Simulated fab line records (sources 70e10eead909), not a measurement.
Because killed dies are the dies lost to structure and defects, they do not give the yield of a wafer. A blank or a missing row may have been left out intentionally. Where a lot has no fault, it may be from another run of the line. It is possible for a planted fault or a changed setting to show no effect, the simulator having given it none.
Comparing a struck lot with a sound one / flow nand_harc / 15 out of 1159 route steps
Sound: wafers L588.1, L588.2, L588.3. Wafers L595.1, L595.3 were the ones struck. The cause is given at the end.
For every step that has rows: the tool of each side, followed by ch and its chambers, followed by its first start. Under that, the readings that differ: sound wafers / struck wafers / difference of the means / sigmas: that difference in standard deviations of wafers without a fault.
alike: same words and numbers on both sides, and readings whose means sit less than 2 such deviations apart. not compared: any withheld reading, any reading some wafer has no value for, any bound like >300 that may hide the same value, and any number with overlapping values for which the record gives no deviation.
A row with sigmas, a row that says differs or no value, or rows on one side alone: a step with any of these is where the two part. Numbers that don't overlap but have no deviation are shown without sigmas and don't part them. Lack of a reading on every wafer of one side parts them only where that side has two or more wafers.

first, 5 steps without rows for these wafers: NHARC_A_CONTACT_SOFTBAKE_03 (time 55 s); NHARC_A_CONTACT_EBR_04; NHARC_A_CONTACT_EXPOSE_05 (exposes mask A CC); NHARC_A_CONTACT_PEB_06 (peb time 65 s); NHARC_A_CONTACT_DEVELOP_07 (develop time 35 s).
NHARC_A_CONTACT_CD_MEAS_08 targets a cd of 100 nm.
  sound on cd_sem-01 ch 0, day 19 23:22; struck on cd_sem-02 ch 0, day 21 13:42
  alike: cd_nm
NHARC_A_CONTACT_OVL_MEAS_09:
  sound on overlay-01 at day 19 23:28; struck on overlay-01 at day 21 13:48
  alike: overlay_x_nm, overlay_y_nm
NHARC_A_CONTACT_INSPECT_10:
  sound on defect_inspect-01 at day 19 23:30; struck on defect_inspect-02 at day 21 13:50
  alike: raw_defect_count
NHARC_A_CONTACT_DESCUM_13: chemistry O2, time 3 s.
  sound on rie_diel-11 ch 0,1,3, day 19 23:35; struck on rie_diel-12 ch 2,3, day 21 13:53
reading=rf_hours_counter_h (h); sound=17 16 17; struck=37 39; difference=+21; sigmas=
  alike: drypump_motor_current_A, oes_product_au, rf_vpp_V, showerhead_plenum_p_Torr, throttle_valve_pct
NHARC_A_CONTACT_ETCH_88: etches the open film in CF4, target depth 39 nm, time 65 s.
  sound on rie_diel-11 ch 0,1,3, day 19 23:41; struck on rie_diel-12 ch 1,3, day 21 14:00
reading=rf_hours_counter_h (h); sound=17 16 17; struck=39 38; difference=+22; sigmas=
  alike: drypump_motor_current_A, oes_product_au, rf_fwd_power_W, rf_vpp_V, run_length_s, showerhead_plenum_p_Torr, throttle_valve_pct
NHARC_A_CONTACT_ETCH_89: etches the open film in N2/H2, target depth 260 nm, time 475.3 s.
  sound: rie_diel-11 ch 0,2,3; struck: rie_diel-12 ch 1,3
reading=rf_hours_counter_h (h); sound=16 16 17; struck=38 39; difference=+22; sigmas=
  alike: drypump_motor_current_A, n2_flow_sccm, oes_product_au, rf_fwd_power_W, rf_vpp_V, run_length_s, showerhead_plenum_p_Torr, throttle_valve_pct
NHARC_A_CONTACT_ETCH_30: etches the open film in CF4/CHF3, target depth 60.5 nm, time 30.2 s.
  sound: rie_diel-11 ch 1,2,3; struck: rie_diel-12 ch 2,3
reading=rf_hours_counter_h (h); sound=16 17 16; struck=40 37; difference=+22; sigmas=
  alike: chf3_flow_sccm, drypump_motor_current_A, oes_product_au, rf_fwd_power_W, rf_vpp_V, run_length_s, showerhead_plenum_p_Torr, throttle_valve_pct
NHARC_A_CONTACT_ETCH_31: etches the open film in O2/COS, target depth 2000 nm, time 520 s.
  sound on rie_diel-11 ch 0,2,3, day 20 00:11; struck on rie_diel-12 ch 2,3, day 21 14:39
reading=rf_fwd_power_W (W); sound=499.0 500.6 497.3; struck=- -; difference=no value on the struck wafers; sigmas=
reading=rf_hours_counter_h (h); sound=17 16 16; struck=40 37; difference=+22; sigmas=
reading=rf_vpp_V (V); sound=318.3 312.9 312.0; struck=309.1 310.4; difference=-4.6; sigmas=-2
reading=run_length_s (s); sound=541.9 541.2 541.7; struck=418.4 419.0; difference=-122.9; sigmas=-99 or more
  alike: drypump_motor_current_A, oes_product_au, showerhead_plenum_p_Torr, throttle_valve_pct
NHARC_A_CONTACT_ETCH_134: etches the open film in C4F8/O2/Ar, time 140 s, target depth 700 nm.
  sound on har_cap_etch-03 ch 0,1, day 20 00:35; struck on har_cap_etch-01 ch 0,1, day 21 15:06
  alike: run_length_s
  not compared: rf_hours_counter_h
next, for these wafers, 1 step has no rows: NHARC_END_SORT_01.

## WHERE THEY PART
NHARC_A_CONTACT_ETCH_31 only, going by this record. Later steps at which nothing parts them and some readings are alike: NHARC_A_CONTACT_ETCH_134.

WHY: the cause the simulator had injected
Process parameters drifting: rie_diel-12 at NHARC_A_CONTACT_ETCH_31, beginning at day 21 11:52. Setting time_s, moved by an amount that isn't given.
